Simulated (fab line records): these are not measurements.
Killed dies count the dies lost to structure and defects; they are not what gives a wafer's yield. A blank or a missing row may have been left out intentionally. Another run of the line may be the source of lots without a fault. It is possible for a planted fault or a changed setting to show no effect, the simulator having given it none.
Matching of chambers + flow n5-finfet + ald-metal-02 running N5_HKMG_FIN_ALD_36: 4 sister chambers
The step deposits TiN, target thk 1 nm, pulse time 1 s, purge time 3 s. 8 wafers are shown with their chamber, then 11 later ones without.

## WAFERS, EACH WITH ITS CHAMBER
| wafer  | chamber | heater-power-w (W) | precursor-pulse-height-rel |
|--------|---------|--------------------|----------------------------|
| L080.6 | 0       | 851                | 1.007                      |
| L082.1 | 1       | 920                | 1.022                      |
| L082.2 | 3       | 895                | 1.005                      |
| L082.3 | 0       | 832                | 0.978                      |
| L082.4 | 2       | 983                | 1.024                      |
| L082.5 | 1       | 940                | 0.995                      |
| L082.6 | 2       | 991                | 0.987                      |
| L087.2 | 3       | 922                | 0.998                      |

## WAFERS WHOSE CHAMBER IS MISSING
| wafer  | heater-power-w (W) | precursor-pulse-height-rel |
|--------|--------------------|----------------------------|
| L087.5 | 921                | 0.998                      |
| L087.6 | 954                | 0.990                      |
| L088.1 | 916                | 1.007                      |
| L088.2 | 987                | 1.012                      |
| L088.4 | 845                | 0.994                      |
| L090.2 | 829                | 1.010                      |
| L090.4 | 919                | 1.002                      |
| L090.6 | 960                | 0.975                      |
| L094.2 | 939                | 0.986                      |
| L094.3 | 906                | 0.987                      |
| L094.5 | 910                | 1.012                      |

## CHAMBER TAKEN BY EACH
| wafer  | from the rows above          | in truth |
|--------|------------------------------|----------|
| L087.5 | can't be placed: 1 or 3      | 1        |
| L087.6 | can't be placed: 1 or 2 or 3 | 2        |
| L088.1 | can't be placed: 3 or 1      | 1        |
| L088.2 | 2                            | 2        |
| L088.4 | 0                            | 0        |
| L090.2 | 0                            | 0        |
| L090.4 | can't be placed: 3 or 1      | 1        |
| L090.6 | can't be placed: 2 or 1 or 3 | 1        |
| L094.2 | can't be placed: 1 or 3      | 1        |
| L094.3 | can't be placed: 3 or 1      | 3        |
| L094.5 | can't be placed: 3 or 1      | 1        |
Correctly placed: 3 of 11. Unplaceable from these rows: 8, with the true chamber sitting among the candidates in 8. Number placed wrongly: 0.
How it was worked out, from the rows above alone: a wafer's distance from a chamber is the root of the sum, over the readings, of the square of ((its reading less the chamber's mean) divided by the reading's scatter). If the next closest chamber is less than 2 further off than the closest, the wafer can't be placed; otherwise it belongs to the closest. A chamber's mean is the mean of its shown wafers. The scatter: the root of (the sum of the squares of (reading less its chamber's mean) over the shown wafers, divided by (wafers less chambers)).
